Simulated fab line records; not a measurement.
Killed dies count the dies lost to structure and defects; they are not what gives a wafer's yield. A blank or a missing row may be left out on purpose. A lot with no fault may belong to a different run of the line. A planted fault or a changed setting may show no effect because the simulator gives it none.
fab line records	flow n5_finfet
[record] lots = 24	wafers = 72	last_day = 18
route steps=1938 shown BEOL_M3@955
lots that met no fault: from a run of the same line without faults
start_h: start of the lot's first displayed wafer, in hours after the record's first day	wait_h: time in hours since the lot's previous step	" same as the row above	L1.1+2: one row covering several wafers at once	- value missing, or start not given	* or withheld: withheld	< > ~ a bound
route shown NAME@n: names a module that has steps shown in the file, with the first one's number in the route	usual: the fault-free wafers' mean and standard deviation	same: alike in all rows	chamber/n: place in a boat	sites: per-site readings	_std_site: standard deviation across them	_edge_site: inner sites' mean taken away from outer sites' mean	radius_mm: how far each site lies from the wafer's centre	mask NAME#n: copy n	behind: the last tool/chamber to shape the wafer	hold: why the lot was held/for how many hours/how that ended	device: the n, p or np transistor that did not switch	end of line: at the end of the route, the tests of the same wafers	for a step that has no rows: nothing shown but its recipe	killed: at the first sort, the dies lost to defects and structure; wafer yield is something else	map: the dies of a wafer, with x for killed, . for not killed, _ for no die there
set.NAME: the run value of the setting; set.NAME@STEP: its run value at that earlier step	model.NAME: the simulator's own value behind a step, which no gauge read
steps of the route over a sample of lots; a table a step, a row a wafer
services: a tool's chamber out of use, with start hour (start_h, from the record's first day; less than 0 if before it), hours out, and reason
[[steps]]
[step N5_BEOL_M3_STRIP_19]
[recipe] chemistry = O2	power_w = 400	temp_c = 40	pressure_mtorr = 30	rf_frequency_hz = 6e+07	bias_power_w = 0	overash_fraction = 0.2	o2_flow_sccm = 225
[usual] drypump_motor_current_A = 5.7/0.42	oes_product_au = 0.81/0.089	rf_vpp_V = 3.7/0.5	showerhead_plenum_p_Torr = 2.08/0.079	throttle_valve_pct = 16.67/0.23
lot.wafer	tool	chamber	start_h	wait_h	drypump_motor_current_A	oes_product_au	rf_hours_counter_h	rf_vpp_V	showerhead_plenum_p_Torr	throttle_valve_pct
L074.3	rie_diel-02	2	172.39	0.1	5.8	0.69	222	3.9	2.06	16.56
L074.4	"	0	"	"	5.0	0.79	144	3.6	1.93	16.78
L074.5	"	2	"	"	5.8	0.68	-	3.3	2.06	16.54
L075.2	rie_diel-03	2	172.53	0.1	5.8	0.85	55	3.2	2.12	16.61
L075.3	"	1	"	"	5.8	0.99	0	3.9	2.15	16.44
L075.5	"	2	"	"	5.7	0.85	-	3.6	2.12	16.64
L076.1	rie_diel-04	1	175.49	0.3	6.2	0.80	97	3.7	2.09	16.47
L076.2	"	0	"	"	6.3	0.78	113	4.4	1.94	16.74
L076.4	"	0	"	"	6.4	0.78	-	4.3	1.94	16.75
L077.4	rie_diel-03	1	179.08	0.1	5.8	0.98	2	3.9	2.15	16.45
L077.5	"	0	"	"	5.4	0.73	-	3.7	2.11	17.17
L077.6	"	3	"	"	6.3	0.82	-	4.0	2.20	16.68
L078.2	rie_diel-02	3	184.08	0.1	5.5	0.73	161	3.5	2.10	16.76
L078.3	"	1	"	"	5.2	0.91	26	3.1	2.06	16.30
L078.6	"	1	"	"	5.2	0.91	-	3.5	2.06	16.28
L079.2	rie_diel-03	0	184.73	0.1	5.4	0.71	187	4.0	2.11	17.19
L079.3	"	2	"	"	5.7	0.84	59	2.9	2.12	16.64
L079.4	"	3	"	"	6.3	0.80	104	3.7	2.20	16.69
L080.2	rie_diel-03	3	184.88	0.1	6.3	0.81	104	2.9	2.20	16.69
L080.4	"	1	"	"	5.8	0.98	3	3.8	2.15	16.45
L080.5	"	3	"	"	6.2	0.81	-	4.4	2.20	16.70
L081.2	rie_diel-02	3	187.69	0.2	5.4	0.72	163	3.9	2.10	16.78
L081.5	"	0	"	"	5.0	0.77	-	4.7	1.93	16.78
L081.6	"	1	"	"	5.2	0.90	-	4.6	2.06	16.29
L082.1	rie_diel-03	0	188.58	0.1	5.4	0.71	188	3.6	2.11	17.17
L082.2	"	1	"	"	5.8	0.96	4	3.3	2.14	16.44
L082.6	"	0	"	"	5.4	0.71	-	3.7	2.11	17.19
L083.4	rie_diel-02	2	195.88	0.1	5.8	0.68	229	3.7	2.05	16.56
L083.5	"	3	"	"	5.4	0.72	-	3.6	2.10	16.79
L083.6	"	0	"	"	5.0	0.77	-	4.6	1.93	16.83
L085.1	rie_diel-04	2	230.07	0.1	5.5	0.93	13	3.7	2.17	16.63
L085.4	"	1	"	"	6.2	0.78	115	3.7	2.09	16.51
L085.5	"	3	"	"	6.0	0.92	-	3.0	2.06	16.54
L084.2	rie_diel-03	2	233.24	0.2	5.7	0.83	72	3.5	2.12	16.67
L084.4	"	1	"	"	5.8	0.93	17	4.2	2.14	16.48
L084.6	"	3	"	"	6.3	0.79	-	3.8	2.19	16.71
L086.1	rie_diel-02	3	234.80	0.1	5.4	0.72	178	3.4	2.10	16.79
L086.4	"	1	"	"	5.2	0.89	38	2.9	2.05	16.32
L086.6	"	3	"	"	5.4	0.72	-	3.2	2.10	16.80
L087.1	rie_diel-02	0	238.45	0.1	5.0	0.77	166	3.8	1.93	16.83
L087.2	"	1	"	"	5.2	0.88	39	3.5	2.05	16.30
L087.3	"	3	"	"	5.5	0.71	179	4.3	2.10	16.80
L088.1	rie_diel-04	0	238.65	0.1	6.4	0.75	133	2.8	1.94	16.78
L088.3	"	2	"	"	5.5	0.94	16	4.3	2.17	16.65
L088.4	"	3	"	"	6.1	0.91	25	4.2	2.06	16.54
L089.4	rie_diel-03	2	241.74	0.1	5.7	0.82	-	3.4	2.12	16.66
L089.5	"	1	"	"	5.8	0.92	-	3.6	2.14	16.47
L089.6	"	3	"	"	6.3	0.79	-	3.2	2.19	16.73
L091.1	rie_diel-03	2	247.52	0.1	5.7	0.82	76	5.1	2.12	16.67
L091.3	"	0	"	"	5.4	0.71	204	4.2	2.10	17.21
L091.6	"	3	"	"	6.3	0.79	-	3.4	2.19	16.73
L090.1	rie_diel-04	0	247.67	0.1	6.3	0.75	134	3.6	1.94	16.79
L090.2	"	2	"	"	5.5	0.93	18	3.7	2.17	16.66
L090.3	"	3	"	"	6.0	0.91	26	4.1	2.06	16.55
L093.1	rie_diel-02	3	256.27	0.1	5.5	0.71	184	3.5	2.09	16.79
L093.4	"	1	"	"	5.2	0.89	44	3.7	2.05	16.32
L093.6	"	2	"	"	5.7	0.66	-	2.8	2.05	16.59
L092.1	rie_diel-02	3	256.63	0.2	5.4	0.71	184	3.8	2.10	16.80
L092.4	"	1	"	"	5.2	0.87	44	2.9	2.05	16.31
L092.5	"	0	"	"	5.0	0.77	-	3.2	1.93	16.84
L094.2	rie_diel-04	1	280.55	0.1	6.2	0.77	128	3.3	2.08	16.54
L094.3	"	0	"	"	6.4	0.75	142	4.1	1.93	16.80
L094.6	"	0	"	"	6.4	0.75	-	3.2	1.93	16.79
L095.2	rie_diel-02	0	289.43	0.1	5.0	0.75	182	3.4	1.92	16.86
L095.4	"	1	"	"	5.2	0.85	57	2.5	2.05	16.35
L095.5	"	1	"	"	5.2	0.86	-	3.3	2.04	16.38
L097.2	rie_diel-04	0	293.79	0.3	6.4	0.75	148	2.6	1.93	16.82
L097.3	"	3	"	"	6.1	0.87	39	3.7	2.05	16.58
L097.5	"	3	"	"	6.0	0.88	-	3.7	2.05	16.60
L096.3	rie_diel-03	0	302.38	0.1	5.4	0.69	219	3.6	2.09	17.24
L096.4	"	1	"	"	5.8	0.88	35	4.2	2.13	16.52
L096.6	"	0	"	"	5.4	0.69	-	3.4	2.09	17.25
[step N5_BEOL_M3_CD_MEAS_18]
[recipe] pitch_nm = 36	target_cd_nm = 18
[usual] cd_nm = 18.1/0.33
lot.wafer	tool	chamber	start_h	wait_h	cd_nm
L074.3	cd_sem-03	-	172.46	0.1	18.2
L074.4	"	-	"	"	18.5
L074.5	"	-	"	"	18.4
L075.2	cd_sem-02	-	172.60	0.1	18.4
L075.3	"	-	"	"	17.9
L075.5	"	-	"	"	18.4
L076.1	cd_sem-01	-	175.56	0.0	17.7
L076.2	"	-	"	"	17.9
L076.4	"	-	"	"	18.5
L077.4	cd_sem-03	-	179.15	0.1	18.2
L077.5	"	-	"	"	17.8
L077.6	"	-	"	"	17.2
L078.2	cd_sem-02	-	184.15	0.1	17.9
L078.3	"	-	"	"	18.0
L078.6	"	-	"	"	18.0
L079.2	cd_sem-02	-	184.80	0.1	18.1
L079.3	"	-	"	"	17.5
L079.4	"	-	"	"	17.9
L080.2	cd_sem-03	-	184.95	0.1	18.1
L080.4	"	-	"	"	17.5
L080.5	"	-	"	"	17.9
L081.2	cd_sem-01	-	187.76	0.1	18.1
L081.5	"	-	"	"	18.2
L081.6	"	-	"	"	18.3
L082.1	cd_sem-03	-	188.65	0.0	18.1
L082.2	"	-	"	"	18.4
L082.6	"	-	"	"	17.9
L083.4	cd_sem-02	-	195.96	0.1	18.0
L083.5	"	-	"	"	18.2
L083.6	"	-	"	"	18.1
L085.1	cd_sem-03	-	230.14	0.0	18.8
L085.4	"	-	"	"	18.6
L085.5	"	-	"	"	18.1
L084.2	cd_sem-02	-	233.31	0.1	17.6
L084.4	"	-	"	"	17.9
L084.6	"	-	"	"	18.4
L086.1	cd_sem-01	-	234.87	0.0	17.2
L086.4	"	-	"	"	18.0
L086.6	"	-	"	"	18.4
L087.1	cd_sem-03	-	238.52	0.0	18.3
L087.2	"	-	"	"	18.3
L087.3	"	-	"	"	18.2
L088.1	cd_sem-03	-	238.72	0.0	18.1
L088.3	"	-	"	"	18.0
L088.4	"	-	"	"	17.9
L089.4	cd_sem-01	-	241.80	0.0	17.5
L089.5	"	-	"	"	17.6
L089.6	"	-	"	"	18.4
L091.1	cd_sem-01	-	247.59	0.0	17.7
L091.3	"	-	"	"	17.8
L091.6	"	-	"	"	18.0
L090.1	cd_sem-01	-	247.74	0.0	17.5
L090.2	"	-	"	"	18.6
L090.3	"	-	"	"	18.5
L093.1	cd_sem-03	-	256.35	0.1	17.9
L093.4	"	-	"	"	17.6
L093.6	"	-	"	"	18.3
L092.1	cd_sem-01	-	256.70	0.0	18.4
L092.4	"	-	"	"	18.6
L092.5	"	-	"	"	18.0
L094.2	cd_sem-02	-	280.62	0.1	18.1
L094.3	"	-	"	"	18.7
L094.6	"	-	"	"	18.2
L095.2	cd_sem-02	-	289.50	0.1	17.6
L095.4	"	-	"	"	18.4
L095.5	"	-	"	"	17.8
L097.2	cd_sem-03	-	293.86	0.1	18.1
L097.3	"	-	"	"	18.4
L097.5	"	-	"	"	18.2
L096.3	cd_sem-03	-	302.45	0.1	18.4
L096.4	"	-	"	"	17.8
L096.6	"	-	"	"	17.5
[step N5_BEOL_M3_INSPECT_30]
[recipe] mode = adi	inspect_instrument = brightfield
[usual] raw_defect_count = 410/97
lot.wafer	tool	chamber	start_h	wait_h	raw_defect_count
L074.3	defect_inspect-01	-	172.99	0.0	484
L074.4	"	-	"	"	430
L074.5	"	-	"	"	323
L075.2	defect_inspect-01	-	173.18	0.1	398
L075.3	"	-	"	"	452
L075.5	"	-	"	"	451
L076.1	defect_inspect-02	-	176.09	0.1	348
L076.2	"	-	"	"	323
L076.4	"	-	"	"	338
L077.4	defect_inspect-01	-	179.68	0.0	357
L077.5	"	-	"	"	406
L077.6	"	-	"	"	464
L078.2	defect_inspect-01	-	184.56	0.0	482
L078.3	"	-	"	"	430
L078.6	"	-	"	"	412
L079.2	defect_inspect-02	-	185.21	0.0	493
L079.3	"	-	"	"	408
L079.4	"	-	"	"	404
L080.2	defect_inspect-02	-	185.48	0.0	393
L080.4	"	-	"	"	719
L080.5	"	-	"	"	434
L081.2	defect_inspect-01	-	188.16	0.0	343
L081.5	"	-	"	"	331
L081.6	"	-	"	"	317
L082.1	defect_inspect-02	-	189.24	0.1	394
L082.2	"	-	"	"	450
L082.6	"	-	"	"	295
L083.4	defect_inspect-01	-	196.49	0.0	236
L083.5	"	-	"	"	436
L083.6	"	-	"	"	309
L085.1	defect_inspect-02	-	230.67	0.1	262
L085.4	"	-	"	"	188
L085.5	"	-	"	"	364
L084.2	defect_inspect-02	-	233.85	0.1	483
L084.4	"	-	"	"	562
L084.6	"	-	"	"	555
L086.1	defect_inspect-01	-	235.29	0.1	452
L086.4	"	-	"	"	630
L086.6	"	-	"	"	484
L087.1	defect_inspect-02	-	238.93	0.1	286
L087.2	"	-	"	"	319
L087.3	"	-	"	"	337
L088.1	defect_inspect-01	-	239.26	0.1	393
L088.3	"	-	"	"	297
L088.4	"	-	"	"	445
L089.4	defect_inspect-02	-	242.33	0.0	407
L089.5	"	-	"	"	470
L089.6	"	-	"	"	392
L091.1	defect_inspect-02	-	248.00	0.1	310
L091.3	"	-	"	"	418
L091.6	"	-	"	"	368
L090.1	defect_inspect-02	-	248.15	0.1	579
L090.2	"	-	"	"	477
L090.3	"	-	"	"	420
L093.1	defect_inspect-01	-	256.88	0.1	301
L093.4	"	-	"	"	374
L093.6	"	-	"	"	396
L092.1	defect_inspect-01	-	257.24	0.1	380
L092.4	"	-	"	"	399
L092.5	"	-	"	"	422
L094.2	defect_inspect-01	-	281.04	0.1	582
L094.3	"	-	"	"	591
L094.6	"	-	"	"	405
L095.2	defect_inspect-02	-	289.91	0.0	444
L095.4	"	-	"	"	418
L095.5	"	-	"	"	530
L097.2	defect_inspect-01	-	294.28	0.1	405
L097.3	"	-	"	"	345
L097.5	"	-	"	"	388
L096.3	defect_inspect-02	-	302.86	0.0	526
L096.4	"	-	"	"	453
L096.6	"	-	"	"	493
[step N5_BEOL_M3_ETCHBACK_99]
[recipe] chemistry = CHF3	target = SiO2	target_depth_a = 50	time_s = 10.4	source_w = 215	bias_w = 47	Ar_flow_sccm = 200	CHF3_flow_sccm = 12	ion_energy_ev = 100	pressure_mtorr = 30
[usual] drypump_motor_current_A = 5.7/0.41	oes_ar_750_au = 0.80/0.085	oes_product_au = 0.80/0.089	rf_vpp_V = 239/5	showerhead_plenum_p_Torr = 2.14/0.078	throttle_valve_pct = 17.08/0.21
[same] time_s = 10.4
lot.wafer	tool	chamber	start_h	wait_h	drypump_motor_current_A	oes_ar_750_au	oes_product_au	rf_hours_counter_h	rf_vpp_V	showerhead_plenum_p_Torr	throttle_valve_pct
L075.2	rie_diel-02	1	173.60	0.2	5.2	0.88	0.91	22	237	2.11	16.65
L075.3	"	2	"	"	5.7	0.69	0.70	223	246	2.13	17.05
L075.5	"	1	"	"	5.2	0.88	0.90	-	237	2.11	16.67
L074.3	rie_diel-03	1	174.61	1.3	5.8	1.01	0.99	0	233	2.22	16.94
L074.4	"	3	"	"	6.3	0.83	0.82	101	235	2.28	17.20
L074.5	"	3	"	"	6.3	0.83	0.81	-	235	2.28	17.20
L076.1	rie_diel-04	0	177.62	1.2	6.3	0.79	0.78	114	244	2.01	17.22
L076.2	"	1	"	"	6.2	0.81	0.80	99	238	2.17	16.98
L076.4	"	3	"	"	6.0	0.96	0.96	-	240	2.12	16.92
L077.4	rie_diel-04	1	183.08	2.7	6.2	0.82	0.80	-	237	2.17	17.00
L077.5	"	3	"	"	6.0	0.96	0.96	-	239	2.12	16.93
L077.6	"	0	"	"	6.4	0.78	0.78	-	244	2.01	17.22
L078.2	rie_diel-02	3	186.34	0.1	5.5	0.72	0.73	162	249	2.15	17.09
L078.3	"	2	"	"	5.8	0.69	0.69	227	245	2.13	17.06
L078.6	"	3	"	"	5.5	0.72	0.73	-	248	2.15	17.11
L079.2	rie_diel-03	3	186.38	0.1	6.3	0.83	0.81	105	232	2.28	17.20
L079.3	"	1	"	"	5.8	0.97	0.96	4	232	2.21	16.93
L079.4	"	2	"	"	5.7	0.85	0.85	59	238	2.17	16.99
L080.2	rie_diel-03	3	189.50	3.2	6.3	0.83	0.81	106	236	2.28	17.21
L080.4	"	2	"	"	5.7	0.84	0.84	60	238	2.17	17.01
L080.5	"	1	"	"	5.8	0.97	0.96	-	232	2.21	16.93
L081.2	rie_diel-02	2	194.88	6.5	5.8	0.69	0.69	229	245	2.13	17.05
L081.5	"	3	"	"	5.4	0.72	0.74	-	249	2.14	17.11
L081.6	"	0	"	"	5.0	0.79	0.77	-	235	1.99	17.21
L082.1	rie_diel-03	1	194.91	5.4	5.8	0.97	0.95	6	233	2.21	16.93
L082.2	"	0	"	"	5.4	0.73	0.72	190	241	2.14	17.50
L082.6	"	3	"	"	6.2	0.83	0.80	-	235	2.28	17.21
L083.4	rie_diel-02	3	209.31	12.5	5.5	0.72	0.73	-	248	2.14	17.12
L083.5	"	0	"	"	5.0	0.78	0.77	-	236	1.99	17.25
L083.6	"	2	"	"	5.7	0.69	0.68	-	246	2.13	17.07
L085.1	rie_diel-04	2	231.91	1.0	5.5	0.91	0.94	13	237	2.20	16.90
L085.4	"	3	"	"	6.0	0.91	0.92	22	240	2.11	16.95
L085.5	"	3	"	"	6.1	0.91	0.93	-	240	2.11	16.96
L084.2	rie_diel-02	0	235.54	1.2	5.0	0.78	0.77	164	234	1.98	17.24
L084.4	"	2	"	"	5.8	0.68	0.67	242	245	2.13	17.10
L084.6	"	1	"	"	5.2	0.86	0.87	-	237	2.10	16.70
L086.1	rie_diel-02	2	237.35	1.8	5.8	0.68	0.66	243	244	2.13	17.10
L086.4	"	0	"	"	5.0	0.77	0.76	165	234	1.98	17.24
L086.6	"	2	"	"	5.8	0.68	0.67	-	244	2.13	17.09
L087.1	rie_diel-03	3	240.94	1.1	6.3	0.81	0.79	122	236	2.27	17.23
L087.2	"	2	"	"	5.7	0.83	0.83	75	237	2.17	17.03
L087.3	"	1	"	"	5.8	0.91	0.92	20	234	2.21	16.96
L088.1	rie_diel-02	2	243.64	3.7	5.7	0.68	0.67	244	245	2.13	17.10
L088.3	"	3	"	"	5.5	0.71	0.72	180	248	2.14	17.13
L088.4	"	1	"	"	5.2	0.86	0.87	40	236	2.10	16.73
L089.4	rie_diel-03	3	243.70	1.2	6.3	0.81	0.79	-	234	2.27	17.24
L089.5	"	1	"	"	5.8	0.92	0.93	-	232	2.21	16.94
L089.6	"	2	"	"	5.7	0.82	0.82	-	236	2.17	17.03
L091.1	rie_diel-02	0	249.66	1.4	5.0	0.77	0.76	168	235	1.98	17.25
L091.3	"	3	"	"	5.4	0.71	0.72	182	248	2.14	17.13
L091.6	"	1	"	"	5.2	0.85	0.87	-	237	2.10	16.71
L090.1	rie_diel-03	0	249.72	1.4	5.4	0.71	0.71	204	241	2.14	17.53
L090.2	"	1	"	"	5.8	0.92	0.90	22	233	2.21	16.95
L090.3	"	3	"	"	6.3	0.81	0.78	123	236	2.27	17.22
L093.1	rie_diel-02	3	262.57	4.8	5.5	0.71	0.71	186	249	2.14	17.13
L093.4	"	3	"	"	5.5	0.71	0.71	-	249	2.14	17.15
L093.6	"	2	"	"	5.7	0.67	0.66	-	244	2.13	17.10
L092.1	rie_diel-04	0	263.12	5.3	6.4	0.76	0.76	138	244	2.00	17.26
L092.4	"	3	"	"	6.0	0.89	0.91	30	239	2.11	16.99
L092.5	"	1	"	"	6.2	0.80	0.78	-	236	2.16	17.04
L094.2	rie_diel-03	0	292.54	11.2	5.4	0.71	0.71	215	241	2.13	17.55
L094.3	"	3	"	"	6.3	0.80	0.79	134	235	2.27	17.27
L094.6	"	1	"	"	5.8	0.91	0.89	-	232	2.20	16.98
L095.2	rie_diel-02	1	293.56	3.4	5.2	0.83	0.85	59	237	2.10	16.73
L095.4	"	2	"	"	5.8	0.99	1.02	3	244	2.12	16.70
L095.5	"	1	"	"	5.2	0.83	0.84	-	237	2.10	16.76
L097.2	rie_diel-03	2	301.59	6.6	5.7	0.81	0.82	90	238	2.16	17.05
L097.3	"	0	"	"	5.4	0.70	0.70	218	240	2.13	17.55
L097.5	"	3	"	"	6.3	0.79	0.78	-	234	2.26	17.27
L096.3	rie_diel-02	2	303.56	0.5	5.8	0.97	0.99	7	244	2.12	16.73
L096.4	"	0	"	"	5.0	0.76	0.75	186	235	1.98	17.30
L096.6	"	2	"	"	5.8	0.97	1.00	-	245	2.12	16.72
[step N5_BEOL_M3_SPUTTER_79]
[recipe] material = Cu	target_thk_a = 45	temp_c = -20	chamber_pressure_pa = 0.07	power_w = withheld	time_s = 8.29
[usual] chamber_pressure_pa = 0.07001/0.00015	throttle_valve_pct = 30.9/0.86
[same] time_s = 8.29
lot.wafer	tool	chamber	start_h	wait_h	chamber_pressure_pa	throttle_valve_pct
L075.2	pvd_sputter-03	-	175.96	0.1	0.07012	32.1
L075.3	"	-	"	"	0.07002	30.7
L075.5	"	-	"	"	0.07005	31.9
L074.3	pvd_sputter-01	-	176.51	0.1	0.06981	29.6
L074.4	"	-	"	"	0.07015	29.6
L074.5	"	-	"	"	0.07019	30.3
L076.1	pvd_sputter-01	-	180.85	0.1	0.07005	29.7
L076.2	"	-	"	"	0.0703	30.4
L076.4	"	-	"	"	0.07013	30.1
L077.4	pvd_sputter-01	-	184.89	0.1	0.07	30.4
L077.5	"	-	"	"	0.06984	30.0
L077.6	"	-	"	"	0.07012	30.4
L079.2	pvd_sputter-02	-	188.20	0.1	0.06988	30.8
L079.3	"	-	"	"	0.07007	29.7
L079.4	"	-	"	"	0.06992	31.6
L078.2	pvd_sputter-03	-	188.28	0.1	0.06985	32.1
L078.3	"	-	"	"	0.06987	30.6
L078.6	"	-	"	"	0.06991	31.9
L080.2	pvd_sputter-02	-	191.10	0.1	0.07006	30.5
L080.4	"	-	"	"	0.06999	32.2
L080.5	"	-	"	"	0.06997	31.3
L082.1	pvd_sputter-03	-	196.94	0.1	0.07026	31.8
L082.2	"	-	"	"	0.07019	31.7
L082.6	"	-	"	"	0.07014	30.5
L081.2	pvd_sputter-01	-	198.79	0.1	0.06991	30.2
L081.5	"	-	"	"	0.06987	29.9
L081.6	"	-	"	"	0.06992	29.7
L083.4	pvd_sputter-03	-	211.31	0.1	0.07014	31.6
L083.5	"	-	"	"	0.07023	31.3
L083.6	"	-	"	"	0.06996	30.6
L085.1	pvd_sputter-03	-	233.84	0.1	0.06994	31.5
L085.4	"	-	"	"	0.06965	31.7
L085.5	"	-	"	"	0.07001	30.4
L084.2	pvd_sputter-02	-	237.35	0.1	0.07021	32.3
L084.4	"	-	"	"	0.0701	31.2
L084.6	"	-	"	"	0.06998	30.6
L086.1	pvd_sputter-01	-	238.91	0.1	0.07028	30.2
L086.4	"	-	"	"	0.06994	29.7
L086.6	"	-	"	"	0.06978	29.5
L087.1	pvd_sputter-03	-	242.93	0.1	0.06992	30.3
L087.2	"	-	"	"	0.07026	31.6
L087.3	"	-	"	"	0.06987	30.8
L089.4	pvd_sputter-03	-	245.10	0.1	0.06981	31.4
L089.5	"	-	"	"	0.07003	30.6
L089.6	"	-	"	"	0.07019	31.8
L088.1	pvd_sputter-02	-	245.18	0.1	0.0703	31.4
L088.3	"	-	"	"	0.07001	32.5
L088.4	"	-	"	"	0.06985	30.8
L091.1	pvd_sputter-03	-	252.98	0.1	0.06974	31.5
L091.3	"	-	"	"	0.07005	30.8
L091.6	"	-	"	"	0.07002	31.9
L090.1	pvd_sputter-01	-	253.11	0.1	0.06975	29.5
L090.2	"	-	"	"	0.07013	29.8
L090.3	"	-	"	"	0.07021	30.6
L093.1	pvd_sputter-02	-	264.70	0.1	0.0703	31.6
L093.4	"	-	"	"	0.0701	32.5
L093.6	"	-	"	"	0.06995	32.4
L092.1	pvd_sputter-03	-	264.97	0.1	0.06995	30.4
L092.4	"	-	"	"	0.07009	31.7
L092.5	"	-	"	"	0.06996	31.5
L094.2	pvd_sputter-03	-	294.46	0.1	0.06983	31.3
L094.3	"	-	"	"	0.07033	30.6
L094.6	"	-	"	"	0.07012	30.6
L095.2	pvd_sputter-03	-	296.30	0.1	0.06999	31.8
L095.4	"	-	"	"	0.07002	31.5
L095.5	"	-	"	"	0.07012	30.5
L097.2	pvd_sputter-02	-	303.48	0.1	0.06987	31.3
L097.3	"	-	"	"	0.07014	30.8
L097.5	"	-	"	"	0.06984	31.2
L096.3	pvd_sputter-02	-	306.38	0.1	0.07021	29.6
L096.4	"	-	"	"	0.07023	30.4
L096.6	"	-	"	"	0.06999	32.2
[step N5_BEOL_M3_ANNEAL_87]
[recipe] temp_c = 400	time_s = 240	ambient = vacuum
[usual] heater_power_w = 791/54
[same] time_s = 240
lot.wafer	tool	chamber	start_h	wait_h	heater_power_w
L075.2	pvd_sputter-03	-	176.48	0.0	815
L075.3	"	-	"	"	733
L075.5	"	-	"	"	865
L074.3	pvd_sputter-01	-	177.03	0.0	856
L074.4	"	-	"	"	763
L074.5	"	-	"	"	831
L076.1	pvd_sputter-01	-	181.37	0.0	760
L076.2	"	-	"	"	733
L076.4	"	-	"	"	840
L077.4	pvd_sputter-01	-	185.41	0.0	831
L077.5	"	-	"	"	876
L077.6	"	-	"	"	858
L079.2	pvd_sputter-02	-	188.72	0.0	701
L079.3	"	-	"	"	747
L079.4	"	-	"	"	884
L078.2	pvd_sputter-03	-	188.80	0.0	837
L078.3	"	-	"	"	712
L078.6	"	-	"	"	833
L080.2	pvd_sputter-02	-	191.62	0.0	741
L080.4	"	-	"	"	744
L080.5	"	-	"	"	886
L082.1	pvd_sputter-03	-	197.46	0.0	828
L082.2	"	-	"	"	831
L082.6	"	-	"	"	777
L081.2	pvd_sputter-01	-	199.31	0.0	838
L081.5	"	-	"	"	779
L081.6	"	-	"	"	856
L083.4	pvd_sputter-03	-	211.83	0.0	853
L083.5	"	-	"	"	836
L083.6	"	-	"	"	734
L085.1	pvd_sputter-03	-	234.36	0.0	852
L085.4	"	-	"	"	817
L085.5	"	-	"	"	733
L084.2	pvd_sputter-02	-	237.87	0.0	755
L084.4	"	-	"	"	868
L084.6	"	-	"	"	712
L086.1	pvd_sputter-01	-	239.43	0.0	848
L086.4	"	-	"	"	778
L086.6	"	-	"	"	760
L087.1	pvd_sputter-03	-	243.45	0.0	734
L087.2	"	-	"	"	847
L087.3	"	-	"	"	782
L089.4	pvd_sputter-03	-	245.62	0.0	842
L089.5	"	-	"	"	739
L089.6	"	-	"	"	832
L088.1	pvd_sputter-02	-	245.70	0.0	871
L088.3	"	-	"	"	764
L088.4	"	-	"	"	722
L091.1	pvd_sputter-03	-	253.50	0.0	866
L091.3	"	-	"	"	776
L091.6	"	-	"	"	834
L090.1	pvd_sputter-01	-	253.63	0.0	857
L090.2	"	-	"	"	757
L090.3	"	-	"	"	844
L093.1	pvd_sputter-02	-	265.22	0.0	892
L093.4	"	-	"	"	762
L093.6	"	-	"	"	759
L092.1	pvd_sputter-03	-	265.49	0.0	732
L092.4	"	-	"	"	815
L092.5	"	-	"	"	858
L094.2	pvd_sputter-03	-	294.98	0.0	856
L094.3	"	-	"	"	782
L094.6	"	-	"	"	783
L095.2	pvd_sputter-03	-	296.82	0.0	821
L095.4	"	-	"	"	851
L095.5	"	-	"	"	785
L097.2	pvd_sputter-02	-	304.00	0.0	863
L097.3	"	-	"	"	697
L097.5	"	-	"	"	860
L096.3	pvd_sputter-02	-	306.90	0.0	732
L096.4	"	-	"	"	702
L096.6	"	-	"	"	763
[[services]]
tool	chamber	start_h	hours	kind
rie_diel-04	2	165.08	-	clean
rie_diel-04	2	165.08	-	consumable_replace:focus_ring
rie_diel-04	2	165.08	20.6	scheduled_down
rie_diel-04	2	165.08	20.6	vent_cycle
rie_diel-02	-	197.02	0.7	repair
rie_diel-02	1	204.40	10.7	repair
rie_diel-03	0	239.43	7.2	repair
rie_diel-02	0	259.82	6.2	repair
rie_diel-02	2	266.34	-	clean
rie_diel-02	2	266.34	-	consumable_replace:focus_ring
rie_diel-02	2	266.34	18.4	scheduled_down
rie_diel-02	2	266.34	18.4	vent_cycle
rie_diel-04	2	277.56	5.6	repair
[[key]]
fault none
